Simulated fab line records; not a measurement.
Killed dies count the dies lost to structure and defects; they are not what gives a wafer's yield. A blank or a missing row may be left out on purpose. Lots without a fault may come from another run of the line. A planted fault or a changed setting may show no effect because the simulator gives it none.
fab line records	flow n5_finfet
[record] lots = 6	wafers = 17	last_day = 16
route steps=1938 shown BEOL_M6@1221 PASSIVATION@1936
lots with no fault: from the same line, run without faults
start_h: the number of hours between the record's first day and the start of the first shown wafer of the lot	wait_h: hours elapsed since this lot's preceding step	" repeats the value in the row above	L1.1+2: a single row standing in for several wafers	- no value, or no start given	* or withheld: withheld	< > ~ a bound
route shown NAME@n: names a module that has steps shown in the file, with the first one's number in the route	usual: the fault-free wafers' mean and standard deviation	same: alike in all rows	chamber/n: place in a boat	sites: each site's reading	_std_site: how widely they spread, as a standard deviation	_edge_site: mean of outer sites minus mean of inner sites	radius_mm: for every site, how far away it sits from the centre of the wafer	mask NAME#n: copy n	behind: tool/chamber where the wafer was last shaped	hold: why the lot went on hold/how many hours it stayed there/how the hold came to an end	device: transistor that didn't switch, given as n, p or np	end of line: the tests these same wafers got at the end of their route	a step with no rows: only its recipe	killed: dies lost to structure and defects at the first sort, not the wafer's yield	map: the dies of a wafer, with x for killed, . for not killed, _ for no die there
set.NAME: the setting the step ran with; set.NAME@STEP: the setting that earlier step ran with	model.NAME: the simulator's own value behind a step, which no gauge read
certain route steps with their lots: each step a table, each wafer a row
services: when a tool's chamber went out of use (start_h, in hours from the record's first day, below 0 if earlier), for how many hours, and the reason
[[steps]]
[step N5_BEOL_M6_COAT_22]
[recipe] resist = CAR-EUV	spin_rpm = 1500	resist_thk_nm = 30
[step N5_BEOL_M6_EBR_24]
[recipe] solvent = PGMEA	ebr_width_mm = 1.5
[step N5_BEOL_M6_SOFTBAKE_23]
[recipe] temp_c = 110	time_s = 60	resist = CAR-EUV
[step N5_BEOL_M6_EXPOSE_25]
[recipe] mask_id = V5	na = 0.33	source_shape = annular	sigma_inner = 0.4	sigma_outer = 0.8	polarization = unpolarized	target_cd_nm = 40	dose_mj = 45
[step N5_BEOL_M6_PEB_26]
[recipe] peb_temp_c = 100	peb_time_s = 60	resist = CAR-EUV
[step N5_BEOL_M6_DEVELOP_27]
[recipe] develop_time_s = 30	developer = TMAH	resist = CAR-EUV	rinse_liquid = surfactant_rinse	dry = air_spin	dev_temp_c = 23
[step N5_BEOL_M6_CD_MEAS_28]
[recipe] target_cd_nm = 40	landing_energy_ev = 500	detector = se_inlens
[usual] cd_nm = 40.19/0.23
lot.wafer	tool	chamber	start_h	wait_h	cd_nm
L788.1	cd_sem-01	0	186.70	-	40.38
L788.3	"	0	"	"	39.91
L788.4	"	0	"	"	40.41
L791.2	cd_sem-01	0	209.88	-	39.83
L791.3	"	0	"	"	40.17
L791.5	"	0	"	"	39.80
L794.1	cd_sem-03	0	232.52	-	40.16
L794.3	"	0	"	"	39.85
L803.1	cd_sem-01	0	294.56	-	40.17
L803.3	"	0	"	"	39.89
L803.5	"	0	"	"	40.24
L807.2	cd_sem-02	0	309.78	-	40.60
L807.3	"	0	"	"	40.36
L807.5	"	0	"	"	40.24
L808.1	cd_sem-02	0	317.02	-	40.24
L808.3	"	0	"	"	40.38
L808.4	"	0	"	"	40.22
[step N5_BEOL_M6_OVL_MEAS_29]
[recipe] points_per_wafer = 522
[usual] V5_OVL = 0.1/0.71
[same] points_per_wafer = 522
lot.wafer	tool	chamber	start_h	wait_h	V5_OVL[nm]
L788.1	overlay-02	0	186.73	0.0	-0.5
L788.3	"	0	"	"	-0.1
L788.4	"	0	"	"	-0.2
L791.2	overlay-02	0	209.92	0.0	0.9
L791.3	"	0	"	"	1.2
L791.5	"	0	"	"	0.3
L794.1	overlay-01	0	232.55	0.0	-0.1
L794.3	"	0	"	"	-0.5
L803.1	overlay-01	0	294.59	0.0	-0.5
L803.3	"	0	"	"	-1.2
L803.5	"	0	"	"	-0.3
L807.2	overlay-02	0	309.81	0.0	-0.5
L807.3	"	0	"	"	-0.7
L807.5	"	0	"	"	-0.5
L808.1	overlay-02	0	317.05	0.0	1.1
L808.3	"	0	"	"	0.8
L808.4	"	0	"	"	-0.2
[step N5_BEOL_M6_INSPECT_30]
[recipe] mode = adi	inspect_instrument = brightfield
[usual] raw_defect_count = 414/110
lot.wafer	tool	chamber	start_h	wait_h	raw_defect_count
L788.1	defect_inspect-01	-	186.79	0.1	437
L788.3	"	-	"	"	421
L788.4	"	-	"	"	477
L791.2	defect_inspect-01	-	209.97	0.0	559
L791.3	"	-	"	"	435
L791.5	"	-	"	"	474
L794.1	defect_inspect-02	-	232.61	0.1	488
L794.3	"	-	"	"	469
L803.1	defect_inspect-02	-	294.65	0.1	413
L803.3	"	-	"	"	396
L803.5	"	-	"	"	325
L807.2	defect_inspect-01	-	309.86	0.0	453
L807.3	"	-	"	"	465
L807.5	"	-	"	"	581
L808.1	defect_inspect-01	-	317.11	0.1	347
L808.3	"	-	"	"	295
L808.4	"	-	"	"	345
[step N5_BEOL_M6_DESCUM_33]
[recipe] chemistry = O2	time_s = 7	source_power_w = 50	bias_power_w = 20	pressure_mtorr = 20	rf_frequency_hz = 2.712e+07	temp_c = 40	resist = CAR-EUV	o2_flow_sccm = 225
[usual] chamber_pressure_mTorr = 20.001/0.024	drypump_motor_current_A = 6.1/0.39	oes_product_au = 0.80/0.09	rf_vpp_V = 243.5/1.3	showerhead_plenum_p_Torr = 2.11/0.065	throttle_valve_pct = 20.44/0.21
lot.wafer	tool	chamber	start_h	wait_h	chamber_pressure_mTorr	drypump_motor_current_A	oes_product_au	rf_hours_counter_h	rf_vpp_V	showerhead_plenum_p_Torr	throttle_valve_pct
L788.1	rie_diel-06	3	187.10	0.3	19.997	5.6	0.72	190	244.0	2.07	20.49
L788.3	"	1	"	"	20.007	6.6	0.95	10	243.5	2.13	19.99
L788.4	"	0	"	"	20.025	6.1	0.85	32	244.5	2.23	20.55
L791.2	rie_diel-06	1	210.57	0.6	19.996	6.6	0.93	19	244.1	2.13	20.01
L791.3	"	2	"	"	19.992	5.9	0.97	2	242.4	2.08	20.43
L791.5	"	0	"	"	20.009	6.0	0.86	-	243.5	2.23	20.57
L794.1	rie_diel-06	3	232.64	0.0	20.008	5.5	0.72	206	244.0	2.07	20.52
L794.3	"	1	"	"	19.962	6.5	0.92	26	245.1	2.12	20.03
L803.1	rie_diel-06	2	294.68	0.0	19.994	5.9	0.89	32	242.1	2.07	20.47
L803.3	"	0	"	"	20.006	6.0	0.81	69	245.0	2.22	20.62
L803.5	"	1	"	"	19.979	6.6	0.88	-	243.0	2.11	20.05
L807.2	rie_diel-06	1	309.91	0.0	19.994	6.6	0.87	51	243.3	2.11	20.07
L807.3	"	2	"	"	20.057	5.9	0.89	35	242.4	2.07	20.50
L807.5	"	0	"	"	20.017	6.1	0.81	-	245.1	2.22	20.62
L808.1	rie_diel-06	3	317.14	0.0	20.025	5.5	0.69	235	240.6	2.06	20.57
L808.3	"	2	"	"	19.982	5.9	0.86	39	241.8	2.07	20.49
L808.4	"	0	"	"	19.991	6.0	0.81	75	244.8	2.22	20.62
[step N5_BEOL_M6_ETCH_72]
[recipe] chemistry = N2/H2	target = underlayer	target_depth_a = 65	mask_material = CAR-EUV	time_s = 5.2	ion_energy_ev = 200	pressure_mtorr = 30	source_w = 840	bias_w = 150	n2_flow_sccm = 200	h2_flow_sccm = 200	ends = cleared
[usual] chamber_pressure_mTorr = 30.00/0.042	drypump_motor_current_A = 6.1/0.39	etch_rf_on_time_s = 5.23/0.14	oes_product_au = 0.68/0.075	rf_vpp_V = 524.5/2.6	showerhead_plenum_p_Torr = 2.57/0.075	throttle_valve_pct = 17.88/0.27
lot.wafer	tool	chamber	start_h	wait_h	chamber_pressure_mTorr	drypump_motor_current_A	etch_rf_on_time_s	oes_product_au	rf_hours_counter_h	rf_vpp_V	showerhead_plenum_p_Torr	throttle_valve_pct
L788.1	rie_diel-06	3	187.13	0.0	29.97	5.5	5.12	0.64	190	521.7	2.55	18.18
L788.3	"	1	"	"	30.02	6.6	5.36	0.80	10	525.7	2.60	17.45
L788.4	"	0	"	"	29.98	6.1	5.21	0.76	32	530.3	2.70	17.83
L791.2	rie_diel-06	1	210.60	0.0	29.97	6.6	5.31	0.79	19	526.2	2.60	17.47
L791.3	"	2	"	"	29.98	5.9	5.39	0.83	2	521.8	2.50	17.62
L791.5	"	0	"	"	30.01	6.1	5.23	0.73	-	527.6	2.69	17.85
L794.1	rie_diel-06	3	232.68	0.0	30.06	5.5	5.07	0.63	206	522.5	2.54	18.23
L794.3	"	1	"	"	30.08	6.6	5.22	0.78	26	528.3	2.59	17.49
L803.1	rie_diel-06	2	294.72	0.0	29.96	5.9	5.21	0.76	32	520.1	2.48	17.70
L803.3	"	0	"	"	29.98	6.0	5.13	0.70	69	526.1	2.68	17.91
L803.5	"	1	"	"	29.97	6.7	5.21	0.74	-	526.8	2.58	17.51
L807.2	rie_diel-06	1	309.94	0.0	30.09	6.6	5.23	0.75	51	527.7	2.58	17.53
L807.3	"	2	"	"	29.96	5.9	5.19	0.76	35	520.7	2.48	17.67
L807.5	"	0	"	"	30.01	6.0	5.12	0.70	-	526.5	2.68	17.89
L808.1	rie_diel-06	3	317.18	0.0	29.99	5.5	4.99	0.62	235	523.1	2.53	18.26
L808.3	"	2	"	"	29.97	5.9	5.22	0.75	39	519.8	2.48	17.70
L808.4	"	0	"	"	29.94	6.1	5.10	0.70	75	526.7	2.68	17.92
[step N5_BEOL_M6_ETCH_65]
[recipe] chemistry = CF4	target = SiARC	target_depth_a = 156	mask_material = CAR-EUV	time_s = 26	ion_energy_ev = 80	pressure_mtorr = 40	source_w = 545	bias_w = 36	Ar_flow_sccm = 100	cf4_flow_sccm = 100	ends = cleared
[usual] chamber_pressure_mTorr = 40.00/0.037	drypump_motor_current_A = 6.1/0.39	etch_rf_on_time_s = 26.1/0.63	oes_product_au = 0.69/0.075	rf_vpp_V = 184.3/1.1	showerhead_plenum_p_Torr = 2.16/0.061	throttle_valve_pct = 15.56/0.17
lot.wafer	tool	chamber	start_h	wait_h	chamber_pressure_mTorr	drypump_motor_current_A	etch_rf_on_time_s	oes_product_au	rf_hours_counter_h	rf_vpp_V	showerhead_plenum_p_Torr	throttle_valve_pct
L788.1	rie_diel-06	3	187.15	0.0	39.95	5.5	25.5	0.64	190	185.7	2.13	15.68
L788.3	"	1	"	"	40.03	6.6	26.6	0.81	10	185.5	2.19	15.30
L788.4	"	0	"	"	39.98	6.1	26.0	0.75	32	186.4	2.26	15.58
L791.2	rie_diel-06	1	210.62	0.0	40.09	6.6	26.5	0.79	19	183.3	2.19	15.31
L791.3	"	2	"	"	40.01	5.9	26.3	0.84	2	183.7	2.10	15.35
L791.5	"	0	"	"	40.02	6.0	25.9	0.74	-	185.4	2.25	15.60
L794.1	rie_diel-06	3	232.69	0.0	40.02	5.6	25.7	0.63	206	183.6	2.12	15.71
L794.3	"	1	"	"	40.00	6.6	26.3	0.78	26	183.9	2.19	15.32
L803.1	rie_diel-06	2	294.74	0.0	39.96	6.0	25.9	0.77	32	183.9	2.09	15.41
L803.3	"	0	"	"	39.98	6.0	25.9	0.70	69	185.2	2.24	15.66
L803.5	"	1	"	"	40.02	6.6	26.2	0.75	-	184.6	2.18	15.37
L807.2	rie_diel-06	1	309.96	0.0	39.97	6.6	26.4	0.74	51	184.5	2.18	15.37
L807.3	"	2	"	"	40.02	6.0	25.9	0.76	35	183.5	2.09	15.42
L807.5	"	0	"	"	39.93	6.1	25.7	0.69	-	185.9	2.24	15.67
L808.1	rie_diel-06	3	317.19	0.0	39.91	5.5	25.1	0.62	235	182.9	2.11	15.78
L808.3	"	2	"	"	40.01	5.9	25.5	0.77	39	180.8	2.09	15.43
L808.4	"	0	"	"	39.99	6.0	25.4	0.70	75	184.6	2.24	15.67
[step N5_BEOL_M6_ETCH_66]
[recipe] chemistry = N2/H2	target = SOC	target_depth_a = 800	overetch_a = 160	mask_material = SiARC	temp_c = 40	time_s = 120	ion_energy_ev = 200	pressure_mtorr = 30	source_w = 840	bias_w = 150	n2_flow_sccm = 200	h2_flow_sccm = 200
[usual] chamber_pressure_mTorr = 29.999/0.028	drypump_motor_current_A = 6.1/0.39	oes_product_au = 0.62/0.066	rf_vpp_V = 524.5/2.3	showerhead_plenum_p_Torr = 2.57/0.075	throttle_valve_pct = 17.84/0.27
lot.wafer	tool	chamber	start_h	wait_h	chamber_pressure_mTorr	drypump_motor_current_A	oes_product_au	rf_hours_counter_h	rf_vpp_V	showerhead_plenum_p_Torr	throttle_valve_pct	model.SiARC_of_BEOL_M6_COAT_64.thk_nm
L788.1	rie_diel-06	3	187.18	0.0	29.947	5.6	0.57	190	524.6	2.55	18.12	6.4
L788.3	"	1	"	"	29.979	6.6	0.73	10	525.6	2.60	17.42	6.6
L788.4	"	0	"	"	29.993	6.0	0.68	32	529.2	2.70	17.82	6.8
L791.2	rie_diel-06	1	210.65	0.0	30.000	6.6	0.72	19	524.5	2.60	17.42	6.6
L791.3	"	2	"	"	29.964	5.9	0.74	2	522.4	2.50	17.60	7.4
L791.5	"	0	"	"	30.003	6.1	0.67	-	525.7	2.69	17.81	6.8
L794.1	rie_diel-06	3	232.72	0.0	30.017	5.5	0.56	206	523.2	2.54	18.15	6.4
L794.3	"	1	"	"	30.042	6.6	0.70	26	525.0	2.59	17.45	7.2
L803.1	rie_diel-06	2	294.76	0.0	29.969	5.9	0.69	32	521.9	2.48	17.66	6.6
L803.3	"	0	"	"	30.028	6.1	0.63	69	528.3	2.68	17.86	6.8
L803.5	"	1	"	"	30.002	6.6	0.68	-	525.7	2.58	17.49	6.4
L807.2	rie_diel-06	1	309.99	0.0	30.007	6.7	0.67	51	524.9	2.58	17.50	6.4
L807.3	"	2	"	"	30.011	6.0	0.68	35	521.5	2.48	17.67	6.6
L807.5	"	0	"	"	29.988	6.1	0.62	-	526.9	2.68	17.87	6.6
L808.1	rie_diel-06	3	317.22	0.0	29.956	5.5	0.54	235	523.2	2.53	18.20	6.4
L808.3	"	2	"	"	30.001	5.9	0.68	39	521.8	2.48	17.66	6.6
L808.4	"	0	"	"	29.953	6.1	0.62	75	526.4	2.68	17.88	6.8
[step N5_BEOL_M6_STRIP_69]
[recipe] chemistry = N2/H2	temp_c = 40	n2_flow_sccm = 200	h2_flow_sccm = 200	rf_frequency_hz = 6e+07
[step N5_PASSIVATION_PROBE_49]
[usual] defect_limited_yield = 91.2/1.5	killed_at_M0_to_M3 = 31/10	killed_at_M4_up = 15/5.9	killed_at_contacts = 13/6	killed_at_front_end = 41/11	killed_at_other = 4/3.1	killed_dies = 104/18	killed_open = 68/13	killed_short = 33/8.1	sort_bin_4_leakage = 0.00/0.03	sort_bin_5_function = 5.1/1.1	sort_bin_6_memory = 3.2/0.69	sort_n_pass = 1076/18	sort_yield_pct = 91.2/1.5
[same] gross_dies = 1180	killed_at_back_side = 0	sort_bin_8_speed[%] = 0
lot.wafer	tool	chamber	start_h	wait_h	defect_limited_yield[%]	killed_at_M0_to_M3	killed_at_M4_up	killed_at_contacts	killed_at_front_end	killed_at_other	killed_dies	killed_open	killed_short	sort_bin_4_leakage[%]	sort_bin_5_function[%]	sort_bin_6_memory[%]	sort_n_pass	sort_yield_pct[%]
L788.1	prober-02	-	275.47	0.9	91.7	29	17	8	37	7	98	61	37	0	4.9	3.1	1082	91.7
L788.3	prober-02	-	275.57	1.0	92.4	23	15	14	35	3	90	64	26	0	5.1	2.3	1090	92.4
L788.4	prober-02	-	275.62	1.0	92.7	18	20	10	33	5	86	55	31	0	3.9	3.1	1094	92.7
L794.1	prober-02	-	316.11	0.0	91.2	25	20	16	37	6	104	75	25	0	5.2	3.6	1076	91.2
L794.3	prober-02	-	316.21	0.1	90.7	32	13	12	46	7	110	63	37	0	5.7	2.6	1070	90.7
L807.2	prober-01	-	390.01	0.1	93.5	32	13	5	24	3	77	57	18	0	3.9	2.3	1103	93.5
L807.3	prober-01	-	390.06	0.1	93.1	28	14	4	30	5	81	50	24	0	4.3	2.4	1099	93.1
L807.5	prober-01	-	390.16	0.2	91.2	36	7	18	43	0	104	67	34	0	5.8	2.8	1076	91.2
// killed by level:class
L788.1 FIN_SAQP:geometric_particle:open=19 MOL_CONTACT_COAG:geometric_particle:open=7 BEOL_M4:geometric_particle:open=7 BEOL_M3:geometric_particle:open=7 BEOL_M4:geometric_particle:short=7 FIN_SAQP:geometric_particle:short=6 BEOL_M0_SAQP:geometric_particle:short=6 BEOL_M0_SAQP:geometric_particle:open=6
L788.3 MOL_CONTACT_COAG:geometric_particle:open=11 FIN_SAQP:geometric_particle:open=10 FIN_SAQP:geometric_particle:short=9 BEOL_M3:geometric_particle:open=8 BEOL_M4:geometric_particle:open=6 STI_FIN_REVEAL:geometric_particle:open=5 MOL_CONTACT_COAG:geometric_particle:short=3 BEOL_M0_SAQP:geometric_particle:open=3
L788.4 BEOL_M3:geometric_particle:open=8 BEOL_M4:geometric_particle:open=7 FIN_SAQP:geometric_particle:open=6 MOL_CONTACT_COAG:geometric_particle:open=6 STARTING-WAFER:geometric_particle:short=6 FIN_SAQP:geometric_particle:short=4 MOL_CONTACT_COAG:geometric_particle:short=4 STARTING-WAFER:geometric_particle:open=4
L794.1 MOL_CONTACT_COAG:geometric_particle:open=12 BEOL_M4:geometric_particle:open=9 DUMMY_GATE:geometric_particle:open=8 BEOL_M0:geometric_particle:open=7 FIN_SAQP:geometric_particle:open=6 STI_FIN_REVEAL:geometric_particle:open=5 BEOL_M1:geometric_particle:open=5 MOL_CONTACT_COAG:geometric_particle:short=4
L794.3 HKMG_FIN:area_etch=9 MOL_CONTACT_COAG:geometric_particle:open=8 BEOL_M2:geometric_particle:open=7 BEOL_M3:geometric_particle:open=6 STI_FIN_REVEAL:geometric_particle:open=5 BEOL_M0:geometric_particle:open=5 FIN_SAQP:geometric_particle:short=4 MOL_CONTACT_COAG:geometric_particle:short=4
L807.2 BEOL_M3:geometric_particle:open=11 BEOL_M1:geometric_particle:open=7 BEOL_M4:geometric_particle:open=7 FIN_SAQP:geometric_particle:short=6 FIN_SAQP:geometric_particle:open=4 MOL_CONTACT_COAG:geometric_particle:open=4 BEOL_M0_SAQP:geometric_particle:short=4 BEOL_M0_SAQP:geometric_particle:open=3
L807.3 BEOL_M3:geometric_particle:open=8 BEOL_M0_SAQP:geometric_particle:open=7 MOL_CONTACT_COAG:geometric_particle:open=4 BEOL_M1:geometric_particle:open=4 BEOL_M5:geometric_particle:open=4 BEOL_M6:geometric_particle:open=3 GATE_CUT:geometric_particle:short=3 BEOL_M4:geometric_particle:open=3
L807.5 MOL_CONTACT_COAG:geometric_particle:open=16 BEOL_M0_SAQP:geometric_particle:short=12 BEOL_M0_SAQP:geometric_particle:open=10 FIN_SAQP:geometric_particle:open=9 GATE_CUT:geometric_particle:short=6 STI_FIN_REVEAL:geometric_particle:open=5 GATE_CUT:geometric_particle:open=5 BEOL_M0:geometric_particle:open=4
[[services]]
tool	chamber	start_h	hours	kind
rie_diel-06	2	190.81	-	clean
rie_diel-06	2	190.81	-	consumable_replace:focus_ring
rie_diel-06	2	190.81	14.4	scheduled_down
rie_diel-06	2	190.81	14.4	vent_cycle
rie_diel-06	-	225.12	1.1	repair
[[key]]
first_sign none at tools or gauges
[model_effect] step = N5_BEOL_M6_ETCH_66	value = SiARC_of_BEOL_M6_COAT_64.thk_nm	without = 6.6	struck = 7.3
met_at N5_BEOL_M6_ETCH_66
struck_wafers L791.3,L794.3
onset_between 187.18 210.65
[fault] kind = process_parameter_drift	tool = rie_diel-06	chamber = -	onset_h = 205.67	steps = N5_BEOL_M6_ETCH_66	channel = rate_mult	offset = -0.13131	shape = step	end_h = 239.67	scope = struck_wafers_only
